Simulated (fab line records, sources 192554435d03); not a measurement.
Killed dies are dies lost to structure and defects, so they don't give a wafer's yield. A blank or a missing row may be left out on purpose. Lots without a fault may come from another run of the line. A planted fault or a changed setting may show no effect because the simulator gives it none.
Chamber matching | flow n5_finfet | N5_HKMG_FIN_ETCH_55 on rie_diel-01: 4 sister chambers
The step etches SOC in N2/H2, target depth 240 nm, time 300 s. 18 wafers are shown with their chamber, then 9 later ones without.

WAFERS WITH THEIR CHAMBER
wafer  | chamber | drypump_motor_current_A (A) | showerhead_plenum_p_Torr (Torr) | rf_vpp_V (V)
L074.1 | 2       | 5.1                         | 2.49                            | 523
L074.3 | 0       | 5.6                         | 2.51                            | 525
L074.5 | 0       | 5.7                         | 2.51                            | 523
L077.2 | 0       | 5.7                         | 2.51                            | 522
L077.4 | 0       | 5.7                         | 2.51                            | 523
L077.6 | 2       | 5.1                         | 2.49                            | 523
L080.1 | 3       | 6.5                         | 2.71                            | 529
L080.3 | 1       | 5.8                         | 2.51                            | 523
L080.4 | 1       | 5.8                         | 2.51                            | 523
L082.1 | 0       | 5.6                         | 2.50                            | 523
L082.4 | 0       | 5.6                         | 2.50                            | 524
L082.6 | 3       | 6.5                         | 2.70                            | 528
L083.1 | 0       | 5.7                         | 2.50                            | 522
L083.2 | 1       | 5.8                         | 2.50                            | 522
L083.5 | 3       | 6.5                         | 2.70                            | 528
L084.2 | 3       | 6.5                         | 2.70                            | 529
L084.4 | 1       | 5.8                         | 2.50                            | 523
L084.5 | 0       | 5.6                         | 2.50                            | 522

SIGNATURES (means of the wafers above)
reading                  | chamber 0 | chamber 1 | chamber 2 | chamber 3 | scatter within a chamber
drypump_motor_current_A  | 5.650     | 5.800     | 5.100     | 6.500     | 0.0378
showerhead_plenum_p_Torr | 2.5050    | 2.5050    | 2.4900    | 2.7025    | 0.00518
rf_vpp_V                 | 523.00    | 522.75    | 523.00    | 528.50    | 0.835
Rule: a wafer's distance from a chamber is the root of the sum, over the readings, of the square of ((its reading less the chamber's mean) divided by the reading's scatter). The wafer belongs to the nearest chamber; if the next one is less than 2 further off, it can't be placed. The scatter: the root of (the sum of the squares of (reading less its chamber's mean) over the shown wafers, divided by (wafers less chambers)).

WAFERS WITHOUT THEIR CHAMBER
wafer  | drypump_motor_current_A (A) | showerhead_plenum_p_Torr (Torr) | rf_vpp_V (V)
L087.3 | 6.5                         | 2.70                            | 529
L087.4 | 5.8                         | 2.50                            | 523
L087.5 | 5.7                         | 2.50                            | 523
L091.1 | 6.5                         | 2.70                            | 528
L091.2 | 5.1                         | 2.48                            | 522
L091.4 | 5.8                         | 2.50                            | 522
L093.2 | 5.8                         | 2.49                            | 521
L093.4 | 5.7                         | 2.49                            | 522
L093.6 | 5.6                         | 2.49                            | 522

WHICH CHAMBER EACH WENT THROUGH
wafer  | from the rows above     | in truth
L087.3 | 3                       | 3
L087.4 | 1                       | 1
L087.5 | can't be placed: 0 or 1 | 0
L091.1 | 3                       | 3
L091.2 | 2                       | 2
L091.4 | 1                       | 1
L093.2 | can't be placed: 1 or 0 | 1
L093.4 | can't be placed: 0 or 1 | 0
L093.6 | 0                       | 0
Placed correctly: 6 of 9. Can't be placed from these rows: 3 (the true chamber is among the candidates in 3). Placed wrongly: 0.
